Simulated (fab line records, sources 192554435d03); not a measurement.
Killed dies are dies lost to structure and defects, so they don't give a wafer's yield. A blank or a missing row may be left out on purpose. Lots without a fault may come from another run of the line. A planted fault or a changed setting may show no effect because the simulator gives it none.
fab line records | flow n5_finfet
record lots=9 wafers=26 last_day=18
route steps=1938 shown BEOL_M4@1111 BEOL_M10@1521 BEOL_M11@1537 PASSIVATION@1936
lots that met no fault: from a run of the same line without faults
start_h: hours from the record's first day to the start of the lot's first wafer shown | wait_h: hours since the lot's step before | " the same as in the row above | L1.1+2: a row that stands for several wafers | - no value, or no start given | * or withheld: withheld | < > ~ a bound
route shown NAME@n: a module of which the file shows steps, and the number in the route of the first | usual: mean/standard deviation of fault-free wafers | same: alike in all rows | chamber/n: place in a boat | sites: the reading at each site | _std_site: their standard deviation | _edge_site: outer sites' mean less inner sites' | radius_mm: how far each site lies from the wafer's centre | mask NAME#n: copy n | behind: the tool/chamber that last shaped the wafer | hold: why the lot was held/for how many hours/how that ended | device: the transistor (n, p or np) that didn't switch | end of line: the same wafers' tests at the end of the route | a step without rows: its recipe alone | killed: dies lost to structure and defects at the first sort, not the wafer's yield | map: a wafer's dies, x killed, . not, _ none there
set.NAME: the setting as run; set.NAME@STEP: as run at that earlier step | model.NAME: the simulator's own value behind a step, which no gauge read
steps of the route over a sample of lots; a table a step, a row a wafer
services: from which hour (start_h, from the record's first day; less than 0 if before it) a tool's chamber was out of use, for how many hours, and why
## steps
# step N5_BEOL_M4_RC_MEAS_101
# usual DIBL_N=36.0/1.9 DIBL_P=36.0/2.1 IOFF_N=0.155/0.029 IOFF_P=0.20/0.032 ION_N=672/11 ION_P=461/6.9 SS_N=71.5/0.58 SS_P=73.2/0.64 VT_N=250.4/2.9 VT_P=-251.0/2.8
# columns lot.wafer tool chamber start_h wait_h DIBL_N[mV/V] DIBL_P[mV/V] IOFF_N[nA/um] IOFF_P[nA/um] ION_N[uA/um] ION_P[uA/um] SS_N[mV/dec] SS_P[mV/dec] VT_N[mV] VT_P[mV]
L309.2 prober-01 0 187.22 0.2 34.9 34.6 0.145 0.22 661 457 71.4 72.4 249.4 -248.6
L309.3 " 0 " " 35.2 35.3 0.160 0.22 670 462 71.6 73.1 245.6 -248.3
L309.5 " 0 " " 36.4 35.9 0.168 0.22 669 460 72.3 72.6 247.4 -250.0
L311.2 prober-01 0 210.12 0.2 34.8 34.1 0.124 0.19 666 460 71.1 72.9 252.0 -249.1
L311.6 " 0 " " 36.1 35.2 0.143 0.20 660 460 71.8 73.1 251.5 -249.3
L312.3 prober-02 0 214.62 0.3 40.6 39.6 0.218 0.27 676 465 72.8 74.5 248.8 -248.0
L312.4 " 0 " " 39.2 39.2 0.194 0.25 686 466 72.2 74.2 246.9 -246.9
L312.5 " 0 " " 41.7 41.4 0.236 0.30 678 467 72.6 74.4 246.5 -246.9
L317.2 prober-02 0 244.82 0.2 35.4 35.7 0.168 0.22 680 467 71.2 73.4 249.3 -249.5
L317.4 " 0 " " 34.5 34.6 0.149 0.21 678 467 71.3 72.5 247.9 -250.5
L317.6 " 0 " " 34.1 34.0 0.137 0.19 672 458 71.2 72.7 250.8 -249.1
L320.3 prober-01 0 246.81 0.3 35.9 36.1 0.174 0.21 683 463 71.9 73.4 245.5 -251.0
L320.4 " 0 " " 34.2 34.0 0.141 0.17 652 451 71.5 73.0 252.5 -252.2
L320.5 " 0 " " 37.2 36.8 0.195 0.22 689 462 72.0 74.3 247.2 -251.3
L321.2 prober-01 0 256.73 0.2 35.7 35.4 0.163 0.23 669 469 70.7 73.5 247.3 -248.7
L321.4 " 0 " " 33.4 32.3 0.118 0.18 667 465 70.2 73.1 252.6 -250.8
L321.5 " 0 " " 33.0 32.2 0.117 0.18 662 467 70.9 72.9 249.7 -249.4
L325.1 prober-02 0 283.94 0.0 36.7 37.7 0.173 0.23 684 470 71.7 73.8 248.6 -248.9
L325.2 " 0 " " 37.2 38.2 0.186 0.24 669 460 71.4 74.2 245.9 -247.8
L325.3 " 0 " " 38.1 40.4 0.202 0.28 688 475 72.0 74.6 245.9 -245.5
L330.2 prober-01 0 311.51 0.2 37.5 36.0 0.179 0.23 672 465 71.6 73.9 248.6 -246.8
L330.4 " 0 " " 35.8 34.7 0.147 0.20 678 460 71.1 72.9 251.6 -250.3
L330.5 " 0 " " 38.0 36.4 0.173 0.24 657 450 71.5 73.8 248.6 -252.1
L328.2 prober-02 0 312.04 0.2 33.6 33.1 0.130 0.18 675 467 71.5 72.1 250.5 -250.3
L328.3 " 0 " " 32.7 32.2 0.124 0.17 673 464 70.7 72.4 255.6 -251.7
L328.4 " 0 " " 34.6 33.9 0.132 0.19 656 457 70.9 72.7 253.0 -251.1
# step N5_BEOL_M10_CURE_72
# recipe temp_c=370 time_s=120 ambient=DMADMS/He material=SiCOH_lowk
# usual lamp_power_pct=52.31/0.056 wafer_temp_C_max=371.6/0.63
# columns lot.wafer tool chamber start_h wait_h lamp_power_pct wafer_temp_C_max
L309.2 uv_cure-02 2 239.42 0.1 52.31 371.9
L309.3 " 2 " " 52.33 372.5
L309.5 " 2 " " 52.34 372.8
L312.3 uv_cure-03 1 269.44 0.1 52.32 371.1
L312.4 " 1 " " 52.26 371.5
L312.5 " 1 " " 52.37 371.3
L311.2 uv_cure-01 1 269.65 0.2 52.26 371.7
L311.6 " 1 " " 52.28 371.2
L320.3 uv_cure-02 2 299.64 0.1 52.25 373.6
L320.4 " 2 " " 52.21 372.5
L320.5 " 2 " " 52.32 372.4
L317.2 uv_cure-01 2 302.86 0.4 52.31 371.9
L317.4 " 2 " " 52.32 372.8
L317.6 " 2 " " 52.35 371.7
L321.2 uv_cure-02 1 310.40 0.1 52.41 371.1
L321.4 " 1 " " 52.30 370.9
L321.5 " 1 " " 52.26 370.8
L325.1 uv_cure-02 2 339.86 0.0 52.34 372.7
L325.2 " 2 " " 52.34 372.4
L325.3 " 2 " " 52.30 372.1
L330.2 uv_cure-03 0 368.57 0.1 52.28 371.4
L330.4 " 0 " " 52.24 370.8
L330.5 " 0 " " 52.30 371.0
L328.2 uv_cure-01 2 373.25 0.1 52.27 371.6
L328.3 " 2 " " 52.40 371.3
L328.4 " 2 " " 52.25 371.4
# step N5_BEOL_M10_PRE_CLEAN_45
# recipe gas=H2/He time_s=30 temp_c=250
# usual heater_power_w=340/34
# columns lot.wafer tool chamber start_h wait_h heater_power_w
L309.2 pvd_sputter-03 - 240.38 0.0 356
L309.3 " - " " 316
L309.5 " - " " 365
L312.3 pvd_sputter-03 - 270.00 0.0 349
L312.4 " - " " 316
L312.5 " - " " 360
L311.2 pvd_sputter-03 - 270.44 0.0 340
L311.6 " - " " 321
L320.3 pvd_sputter-01 - 300.08 0.0 341
L320.4 " - " " 379
L320.5 " - " " 332
L317.2 pvd_sputter-01 - 305.60 0.0 368
L317.4 " - " " 336
L317.6 " - " " 325
L321.2 pvd_sputter-01 - 310.78 0.0 365
L321.4 " - " " 384
L321.5 " - " " 379
L325.1 pvd_sputter-01 - 340.58 0.0 381
L325.2 " - " " 341
L325.3 " - " " 370
L330.2 pvd_sputter-02 - 370.42 0.0 309
L330.4 " - " " 273
L330.5 " - " " 369
L328.2 pvd_sputter-02 - 374.74 0.0 314
L328.3 " - " " 365
L328.4 " - " " 293
# step N5_BEOL_M10_CMP_52
# recipe stop_on=SiCOH_lowk t_overpolish_s=7 down_force_psi=1 platen_rpm=50 clearing_platen_down_force_psi=1.5 clearing_platen_rpm=50 post_cmp_clean=cu_alkaline target_thk_nm=140 clearing_platen_pad_velocity_m_s=0.99484 pad_velocity_m_s=0.99484
# usual barrier_field_endpoint_s=28.9/0.76 head_pressure_psi=1.0001/0.002 motor_current_A=6.1/0.95 overpolish_run_s=6.999/0.0092 slurry_filter_dp_kPa=13.49/0.14 time_to_endpoint_s=66.5/3
# same t_overpolish_s=7
# columns lot.wafer tool chamber start_h wait_h barrier_field_endpoint_s head_pressure_psi motor_current_A overpolish_run_s slurry_filter_dp_kPa time_to_endpoint_s
L309.2 cmp-01 0 241.49 0.2 28.6 0.9956 6.4 7.015 13.49 63.7
L309.3 " 2 " " 29.1 1.0007 7.6 7.005 13.18 66.8
L309.5 " 0 " " 29.4 0.9968 6.7 6.991 13.78 64.7
L312.3 cmp-01 2 271.61 0.2 28.8 1.0026 7.9 7.003 13.58 66.2
L312.4 " 3 " " 29.3 1.0000 6.6 7.015 13.54 70.1
L312.5 " 0 " " 28.7 0.9999 6.6 7.017 13.61 67.4
L311.2 cmp-03 3 271.89 0.3 28.8 0.9986 6.4 7.003 13.55 65.5
L311.6 " 1 " " 29.8 1.0011 6.2 7.012 13.56 69.8
L320.3 cmp-03 2 302.60 0.2 30.1 1.0011 4.5 7.014 13.40 68.0
L320.4 " 3 " " 29.5 1.0003 6.2 7.001 13.70 64.8
L320.5 " 2 " " 31.3 1.0021 4.2 6.997 13.58 69.5
L317.4 cmp-03 3 307.28 0.1 47.0 0.9994 6.9 0.039 13.46 87.4
L317.2 " 0 " " 27.5 1.0026 5.4 6.994 13.64 63.0
L317.6 " 3 " " 27.6 1.0025 6.2 7.006 13.45 62.0
L321.2 cmp-03 2 313.37 0.2 29.0 1.0023 4.5 6.994 13.47 69.7
L321.4 " 0 " " 47.0 1.0009 5.5 0.037 13.38 86.5
L321.5 " 1 " " 29.3 0.9992 6.2 6.997 13.74 67.9
L325.3 cmp-01 2 342.52 0.2 29.9 0.9991 7.7 7.009 13.28 65.6
L325.1 " 0 " " 28.7 0.9999 6.4 6.997 13.55 61.6
L325.2 " 1 " " 29.8 1.0013 7.7 6.994 13.74 66.7
L330.2 cmp-02 3 371.74 0.2 28.3 1.0003 5.6 7.006 13.45 67.3
L330.4 " 2 " " 29.6 0.9972 6.2 7.012 13.47 72.1
L330.5 " 3 " " 28.2 0.9981 5.6 6.991 13.37 65.4
L328.3 cmp-03 3 375.90 0.2 28.0 0.9993 6.4 6.993 13.50 64.0
L328.4 " 0 " " 28.6 1.0005 5.2 6.999 13.50 63.0
L328.2 " 1 " " 29.0 1.0017 6.1 6.996 13.29 68.0
# step N5_BEOL_M10_THK_MEAS_53
# recipe thk_meas_gauge=xrf reads=Cu_of_BEOL_M10_ECD_50
# usual M10_THK=140/3.4
# columns lot.wafer tool chamber start_h wait_h M10_THK[nm]
L309.2 film_metro-01 - 241.78 - 141
L309.3 " - " " 140
L309.5 " - " " 139
L312.3 film_metro-01 - 271.84 - 133
L312.4 " - " " 135
L312.5 " - " " 139
L311.2 film_metro-01 - 272.11 - 137
L311.6 " - " " 140
L320.3 film_metro-01 - 302.90 - 134
L320.4 " - " " 135
L320.5 " - " " 135
L317.2 film_metro-02 - 307.58 - 141
L317.4 " - " " 268
L317.6 " - " " 138
L321.2 film_metro-01 - 313.63 - 135
L321.4 " - " " 259
L321.5 " - " " 140
L325.1 film_metro-02 - 342.81 - 133
L325.2 " - " " 142
L325.3 " - " " 141
L330.2 film_metro-02 - 372.03 - 136
L330.4 " - " " 136
L330.5 " - " " 137
L328.2 film_metro-01 - 376.16 - 142
L328.3 " - " " 134
L328.4 " - " " 137
# step N5_BEOL_M10_INSPECT_58
# recipe inspect_instrument=darkfield mode=post_dep
# usual raw_defect_count=63/21
# columns lot.wafer tool chamber start_h wait_h raw_defect_count
L309.2 defect_inspect-01 - 241.94 0.0 34
L309.3 " - " " 55
L309.5 " - " " 59
L312.3 defect_inspect-01 - 272.00 0.0 56
L312.4 " - " " 76
L312.5 " - " " 36
L311.2 defect_inspect-01 - 272.27 0.0 47
L311.6 " - " " 50
L320.3 defect_inspect-01 - 303.06 0.0 38
L320.4 " - " " 62
L320.5 " - " " 48
L317.2 defect_inspect-02 - 307.74 0.0 62
L317.4 " - " " 2304
L317.6 " - " " 56
L321.2 defect_inspect-02 - 313.79 0.0 48
L321.4 " - " " 2193
L321.5 " - " " 54
L325.1 defect_inspect-01 - 342.97 0.0 37
L325.2 " - " " 65
L325.3 " - " " 53
L330.2 defect_inspect-02 - 372.19 0.0 48
L330.4 " - " " 58
L330.5 " - " " 60
L328.2 defect_inspect-02 - 376.32 0.0 59
L328.3 " - " " 166
L328.4 " - " " 70
# step N5_BEOL_M11_CURE_71
# recipe temp_c=385 time_s=240 ambient=He/Ar material=SiCOH_lowk
# usual lamp_power_pct=52.31/0.049 wafer_temp_C_max=386.6/0.58
# columns lot.wafer tool chamber start_h wait_h lamp_power_pct wafer_temp_C_max
L309.2 uv_cure-01 0 242.22 0.2 52.35 386.2
L309.3 " 0 " " 52.33 386.1
L309.5 " 0 " " 52.20 386.2
L312.3 uv_cure-01 1 272.46 0.4 52.29 386.2
L312.4 " 1 " " 52.33 386.3
L312.5 " 1 " " 52.36 386.2
L311.2 uv_cure-02 0 272.66 0.3 52.35 388.1
L311.6 " 0 " " 52.33 387.5
L320.3 uv_cure-03 0 303.49 0.4 52.31 386.6
L320.4 " 0 " " 52.32 386.2
L320.5 " 0 " " 52.30 386.1
L317.2 uv_cure-03 1 308.02 0.2 52.29 386.4
L317.6 " 1 " " 52.33 386.8
L321.2 uv_cure-01 2 314.12 0.3 52.31 387.0
L321.5 " 2 " " 52.32 387.0
L325.1 uv_cure-01 2 343.14 0.1 52.36 386.6
L325.2 " 2 " " 52.34 386.7
L325.3 " 2 " " 52.35 387.4
L330.2 uv_cure-01 0 372.39 0.1 52.26 386.5
L330.4 " 0 " " 52.33 386.5
L330.5 " 0 " " 52.39 386.4
L328.2 uv_cure-01 2 376.52 0.1 52.26 386.8
L328.3 " 2 " " 52.26 386.4
L328.4 " 2 " " 52.31 386.6
# step N5_PASSIVATION_PROBE_49
# usual defect_limited_yield=91.0/1.5 killed_at_M0_to_M3=33/9.4 killed_at_M4_up=14/4.8 killed_at_contacts=13/7.3 killed_at_front_end=43/13 killed_at_other=3.6/2.9 killed_dies=106/18 killed_on_rim=14/4.2 killed_open=69/13 killed_short=35/8.2 sort_bin_5_function=5.3/1 sort_bin_6_memory=3.3/0.68 sort_n_pass=1074/18 sort_yield_pct=91.0/1.5
# same gross_dies=1180 killed_at_back_side=0 sort_bin_4_leakage[%]=0 sort_bin_8_speed[%]=0
# columns lot.wafer tool chamber start_h wait_h defect_limited_yield[%] killed_at_M0_to_M3 killed_at_M4_up killed_at_contacts killed_at_front_end killed_at_other killed_dies killed_on_rim killed_open killed_short sort_bin_5_function[%] sort_bin_6_memory[%] sort_n_pass sort_yield_pct[%]
L309.2 prober-02 - 290.26 0.1 88.6 37 16 18 61 3 135 18 85 47 7.5 3.5 1045 88.6
L309.3 prober-02 - 290.31 0.1 87.6 39 12 25 64 6 146 12 96 45 7.8 4.0 1034 87.6
L309.5 prober-02 - 290.41 0.2 90.4 33 10 28 42 0 113 18 72 38 5.7 2.9 1067 90.4
L312.3 prober-01 - 317.13 0.1 95.4 19 11 1 23 0 54 7 35 19 3.1 1.4 1126 95.4
L312.4 prober-01 - 317.18 0.2 95.1 22 10 0 25 1 58 12 36 20 3.6 1.1 1122 95.1
L312.5 prober-01 - 317.23 0.2 93.1 19 13 9 35 5 81 17 62 19 4.0 2.5 1099 93.1
L311.2 prober-02 - 322.79 0.1 91.4 31 16 5 45 4 101 16 61 39 4.7 3.1 1079 91.4
L311.6 prober-02 - 322.99 0.3 92.6 13 7 8 58 1 87 15 57 28 4.1 3.3 1093 92.6
L317.2 prober-02 - 356.60 0.1 90.8 30 17 22 38 2 109 11 79 27 5.9 3.1 1071 90.8
L317.4 prober-02 - 356.70 0.2 0 21 1120 4 33 2 1180 152 61 13 4.2 1.9 0 0
L317.6 prober-02 - 356.80 0.3 91.0 38 13 13 40 2 106 16 78 28 5.1 3.7 1074 91.0
L320.3 prober-01 - 358.20 0.1 90.9 28 17 14 44 4 107 16 73 30 5.4 3.1 1073 90.9
L320.4 prober-01 - 358.25 0.2 89.5 37 22 3 55 7 124 20 90 33 6.4 3.9 1056 89.5
L320.5 prober-01 - 358.30 0.2 90.5 26 17 19 50 0 112 18 80 26 4.7 3.9 1068 90.5
L321.2 prober-02 - 360.79 0.1 91.5 28 16 14 40 2 100 15 78 21 4.7 3.4 1080 91.5
L321.4 prober-02 - 360.89 0.2 0 45 1077 15 41 2 1180 152 66 47 5.8 3.6 0 0
L321.5 prober-02 - 360.94 0.2 89.5 46 14 21 38 5 124 23 78 46 5.8 4.2 1056 89.5
L325.1 prober-01 - 390.18 0.0 90.6 30 17 26 36 2 111 18 69 42 5.3 3.6 1069 90.6
L325.2 prober-01 - 390.23 0.1 92.6 18 8 20 41 0 87 8 55 32 4.4 2.5 1093 92.6
L325.3 prober-01 - 390.28 0.1 93.4 20 18 15 22 3 78 11 56 22 4.0 2.3 1102 93.4
L330.2 prober-01 - 415.86 0.1 90.8 37 4 20 39 9 109 17 69 39 5.6 3.5 1071 90.8
L330.4 prober-01 - 415.96 0.2 91.1 34 9 21 33 8 105 12 64 33 4.3 4.0 1075 91.1
L330.5 prober-01 - 416.01 0.2 91.4 30 17 21 30 4 102 15 66 35 4.3 3.9 1078 91.4
L328.2 prober-01 - 421.97 0.1 92.4 24 16 20 29 1 90 12 60 28 5.2 2.3 1090 92.4
L328.3 prober-01 - 422.02 0.1 89.6 45 20 20 37 1 123 12 76 47 6.0 4.2 1057 89.6
L328.4 prober-01 - 422.07 0.2 88.6 52 17 16 46 4 135 16 81 49 6.4 4.4 1045 88.6
# killed by level:class
L309.2 MOL_CONTACT_COAG:geometric_particle:open=13 BEOL_M3:geometric_particle:open=10 STI_FIN_REVEAL:geometric_particle:open=9 FIN_SAQP:geometric_particle:short=7 GATE_CUT:geometric_particle:short=7 FIN_SAQP:geometric_particle:open=6 GATE_CUT:geometric_particle:open=6 BEOL_M0_SAQP:geometric_particle:short=6
L309.3 MOL_CONTACT_COAG:geometric_particle:open=20 BEOL_M2:geometric_particle:open=16 FIN_SAQP:geometric_particle:open=11 GATE_CUT:geometric_particle:short=11 STI_FIN_REVEAL:geometric_particle:open=10 FIN_SAQP:geometric_particle:short=7 BEOL_M1:geometric_particle:open=5 MOL_CONTACT_COAG:geometric_particle:short=5
L309.5 MOL_CONTACT_COAG:geometric_particle:open=21 STI_FIN_REVEAL:geometric_particle:open=9 BEOL_M0_SAQP:geometric_particle:short=9 GATE_CUT:geometric_particle:short=8 BEOL_M0_SAQP:geometric_particle:open=8 MOL_CONTACT_COAG:geometric_particle:short=7 DUMMY_GATE:geometric_particle:open=5 BEOL_M4:geometric_particle:open=5
L312.3 BEOL_M0_SAQP:geometric_particle:short=6 FIN_SAQP:geometric_particle:open=5 BEOL_M4:geometric_particle:open=5 GATE_CUT:geometric_particle:open=4 BEOL_M0_SAQP:geometric_particle:open=4 ILD0:geometric_particle:open=3 GATE_CUT:geometric_particle:short=3 BEOL_M0:geometric_particle:open=3
L312.4 BEOL_M2:geometric_particle:open=8 FIN_SAQP:geometric_particle:open=5 BEOL_M4:geometric_particle:open=5 FIN_SAQP:geometric_particle:short=4 GATE_CUT:geometric_particle:open=4 BEOL_M0_SAQP:geometric_particle:short=4 BEOL_M0:geometric_particle:open=3 BEOL_M1:geometric_particle:open=3
L312.5 FIN_SAQP:geometric_particle:open=11 MOL_CONTACT_COAG:geometric_particle:open=8 STI_FIN_REVEAL:geometric_particle:open=7 BEOL_M1:geometric_particle:open=6 BEOL_M4:geometric_particle:open=5 BEOL_M0:geometric_particle:open=4 FIN_SAQP:geometric_particle:short=3 BEOL_M0_SAQP:geometric_particle:open=3
L311.2 STI_FIN_REVEAL:geometric_particle:open=13 BEOL_M0_SAQP:geometric_particle:short=12 BEOL_M3:geometric_particle:open=9 FIN_SAQP:geometric_particle:open=8 BEOL_M4:geometric_particle:open=6 GATE_CUT:geometric_particle:short=5 BEOL_M5:geometric_particle:open=4 STARTING-WAFER:geometric_particle:short=4
L311.6 STI_FIN_REVEAL:geometric_particle:open=23 STI_FIN_REVEAL:geometric_particle:short=8 FIN_SAQP:geometric_particle:short=7 MOL_CONTACT_COAG:geometric_particle:open=7 BEOL_M0_SAQP:geometric_particle:open=6 FIN_SAQP:geometric_particle:open=4 GATE_CUT:geometric_particle:short=4 ILD0:geometric_particle:short=3
L317.2 MOL_CONTACT_COAG:geometric_particle:open=18 FIN_SAQP:geometric_particle:open=17 BEOL_M0_SAQP:geometric_particle:open=7 BEOL_M2:geometric_particle:open=7 DUMMY_GATE:geometric_particle:open=5 BEOL_M0_SAQP:geometric_particle:short=5 BEOL_M1:geometric_particle:open=5 BEOL_M4:geometric_particle:open=5
L317.4 BEOL_M10:area_cmp=1106 FIN_SAQP:geometric_particle:open=7 BEOL_M3:geometric_particle:open=7 BEOL_M2:geometric_particle:open=6 BEOL_M4:geometric_particle:open=6 STI_FIN_REVEAL:geometric_particle:open=5 DUMMY_GATE:geometric_particle:open=4 ILD0:geometric_particle:open=4
L317.6 BEOL_M2:geometric_particle:open=13 MOL_CONTACT_COAG:geometric_particle:open=11 FIN_SAQP:geometric_particle:open=9 BEOL_M0_SAQP:geometric_particle:open=9 DUMMY_GATE:geometric_particle:open=7 ILD0:geometric_particle:open=5 BEOL_M0_SAQP:geometric_particle:short=5 BEOL_M1:geometric_particle:short=5
L320.3 FIN_SAQP:geometric_particle:open=16 MOL_CONTACT_COAG:geometric_particle:open=12 BEOL_M3:geometric_particle:open=7 FIN_SAQP:geometric_particle:short=6 BEOL_M0_SAQP:geometric_particle:open=5 BEOL_M2:geometric_particle:open=5 STARTING-WAFER:geometric_particle:short=4 STI_FIN_REVEAL:geometric_particle:open=4
L320.4 FIN_SAQP:geometric_particle:open=25 BEOL_M4:geometric_particle:open=12 STI_FIN_REVEAL:geometric_particle:open=9 BEOL_M0_SAQP:geometric_particle:open=7 BEOL_M1:geometric_particle:open=7 BEOL_M2:geometric_particle:open=7 BEOL_M3:geometric_particle:open=6 FIN_SAQP:geometric_particle:short=5
L320.5 FIN_SAQP:geometric_particle:open=16 MOL_CONTACT_COAG:geometric_particle:open=16 STI_FIN_REVEAL:geometric_particle:open=11 BEOL_M4:geometric_particle:open=10 BEOL_M1:geometric_particle:open=7 BEOL_M0_SAQP:geometric_particle:open=6 HKMG_FIN:area_etch=6 BEOL_M0_SAQP:geometric_particle:short=5
L321.2 FIN_SAQP:geometric_particle:open=11 BEOL_M0_SAQP:geometric_particle:open=11 MOL_CONTACT_COAG:geometric_particle:open=11 STI_FIN_REVEAL:geometric_particle:open=8 FIN_SAQP:geometric_particle:short=7 BEOL_M2:geometric_particle:open=6 STARTING-WAFER:geometric_particle:open=4 BEOL_M0_SAQP:geometric_particle:short=4
L321.4 BEOL_M10:area_cmp=1067 FIN_SAQP:geometric_particle:short=11 MOL_CONTACT_COAG:geometric_particle:open=11 BEOL_M0_SAQP:geometric_particle:short=11 BEOL_M2:geometric_particle:open=11 BEOL_M0_SAQP:geometric_particle:open=10 FIN_SAQP:geometric_particle:open=7 BEOL_M4:geometric_particle:open=7
L321.5 MOL_CONTACT_COAG:geometric_particle:open=19 BEOL_M0_SAQP:geometric_particle:short=17 BEOL_M0_SAQP:geometric_particle:open=12 FIN_SAQP:geometric_particle:short=11 FIN_SAQP:geometric_particle:open=8 BEOL_M2:geometric_particle:open=7 GATE_CUT:geometric_particle:open=5 GATE_CUT:geometric_particle:short=4
L325.1 MOL_CONTACT_COAG:geometric_particle:open=19 STI_FIN_REVEAL:geometric_particle:open=17 BEOL_M0_SAQP:geometric_particle:open=10 BEOL_M0_SAQP:geometric_particle:short=10 FIN_SAQP:geometric_particle:short=8 MOL_CONTACT_COAG:geometric_particle:short=7 BEOL_M2:geometric_particle:open=5 GATE_CUT:geometric_particle:short=4
L325.2 MOL_CONTACT_COAG:geometric_particle:open=16 STI_FIN_REVEAL:geometric_particle:open=11 FIN_SAQP:geometric_particle:short=10 FIN_SAQP:geometric_particle:open=8 BEOL_M0_SAQP:geometric_particle:short=7 MOL_CONTACT_COAG:geometric_particle:short=4 BEOL_M2:geometric_particle:open=4 STI_FIN_REVEAL:geometric_particle:short=3
L325.3 MOL_CONTACT_COAG:geometric_particle:open=14 STI_FIN_REVEAL:geometric_particle:open=7 FIN_SAQP:geometric_particle:short=4 BEOL_M0_SAQP:geometric_particle:open=4 BEOL_M4:geometric_particle:open=4 STARTING-WAFER:geometric_particle:open=4 GATE_CUT:geometric_particle:short=3 DUMMY_GATE:geometric_particle:open=3
L330.2 MOL_CONTACT_COAG:geometric_particle:open=15 BEOL_M2:geometric_particle:open=12 ILD0:geometric_particle:short=8 BEOL_M1:geometric_particle:open=6 STARTING-WAFER:geometric_particle:open=6 FIN_SAQP:geometric_particle:short=5 FIN_SAQP:geometric_particle:open=5 STI_FIN_REVEAL:geometric_particle:open=5
L330.4 BEOL_M2:geometric_particle:open=18 MOL_CONTACT_COAG:geometric_particle:open=17 FIN_SAQP:geometric_particle:open=10 HKMG_FIN:area_etch=6 FIN_SAQP:geometric_particle:short=5 BEOL_M2:geometric_particle:short=5 PASS1_DEP:geometric_particle:open=5 STI_FIN_REVEAL:geometric_particle:open=4
L330.5 MOL_CONTACT_COAG:geometric_particle:open=17 BEOL_M2:geometric_particle:open=10 BEOL_M4:geometric_particle:open=8 FIN_SAQP:geometric_particle:short=7 DUMMY_GATE:geometric_particle:open=5 MOL_CONTACT_COAG:geometric_particle:short=4 BEOL_M3:geometric_particle:open=4 FIN_SAQP:geometric_particle:open=3
L328.2 MOL_CONTACT_COAG:geometric_particle:open=17 BEOL_M0_SAQP:geometric_particle:short=11 BEOL_M4:geometric_particle:open=10 FIN_SAQP:geometric_particle:open=5 DUMMY_GATE:geometric_particle:open=5 BEOL_M0_SAQP:geometric_particle:open=5 GATE_CUT:geometric_particle:short=4 BEOL_M3:geometric_particle:open=4
L328.3 MOL_CONTACT_COAG:geometric_particle:open=12 FIN_SAQP:geometric_particle:open=11 BEOL_M4:geometric_particle:open=11 BEOL_M1:geometric_particle:open=9 BEOL_M0_SAQP:geometric_particle:open=9 FIN_SAQP:geometric_particle:short=8 MOL_CONTACT_COAG:geometric_particle:short=8 BEOL_M0:geometric_particle:short=8
L328.4 BEOL_M0_SAQP:geometric_particle:short=21 MOL_CONTACT_COAG:geometric_particle:open=16 FIN_SAQP:geometric_particle:short=15 BEOL_M0_SAQP:geometric_particle:open=12 FIN_SAQP:geometric_particle:open=10 BEOL_M2:geometric_particle:open=9 BEOL_M4:geometric_particle:open=7 DUMMY_GATE:geometric_particle:open=6
## services
# columns tool chamber start_h hours kind
cmp-03 - 217.35 4.0 repair
cmp-03 - 227.05 4.2 repair
cmp-02 - 236.73 2.3 repair
uv_cure-03 - 237.04 1.0 pm
uv_cure-02 - 259.58 1.0 pm
cmp-02 - 263.21 4.0 pm
cmp-02 - 267.21 - consumable_replace:conditioner
cmp-02 - 267.21 - consumable_replace:pad
uv_cure-01 - 276.47 2.1 pm
pvd_sputter-02 - 288.76 8.9 repair
cmp-03 - 297.84 1.4 repair
cmp-01 - 302.21 1.4 repair
uv_cure-01 - 318.51 0.3 repair
pvd_sputter-01 - 326.48 1.0 repair
cmp-03 - 329.41 1.3 repair
pvd_sputter-01 - 367.91 3.0 repair
cmp-03 - 368.18 1.9 repair
## key
first_sign step=N5_BEOL_M10_CMP_52 reading=overpolish_run_s direction=down sigmas=99+ usual=6.999 struck=0.038
effect step=N5_BEOL_M10_CMP_52 reading=barrier_field_endpoint_s direction=up sigmas=24 usual=28.9 struck=47.0
effect step=N5_BEOL_M10_THK_MEAS_53 reading=M10_THK direction=up sigmas=36 usual=140 struck=263
effect step=N5_BEOL_M10_INSPECT_58 reading=raw_defect_count direction=up sigmas=99+ usual=63 struck=2248
effect step=N5_PASSIVATION_PROBE_49 reading=killed_at_M4_up direction=up sigmas=99+ usual=14 struck=1098
more_kills_born_at N5_BEOL_M10_CMP_52@cmp-03=2173
met_at N5_BEOL_M10_CMP_52
struck_lots L317,L321
struck_wafers L317.4,L321.4
later_rows_left_out L317.4,L321.4
not_acting_at N5_BEOL_M10_CURE_72,N5_BEOL_M10_PRE_CLEAN_45,N5_BEOL_M11_CURE_71
onset_between 302.60 307.28
fault kind=process_parameter_drift tool=cmp-03 chamber=- onset_h=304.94 steps=N5_BEOL_M10_CMP_52 channel=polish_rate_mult offset=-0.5 shape=step end_h=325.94 scope=struck_wafers_only
# later_rows_left_out: the simulator's readings of these wafers behind a module that went badly wrong aren't trusted and aren't shown, but for the sort
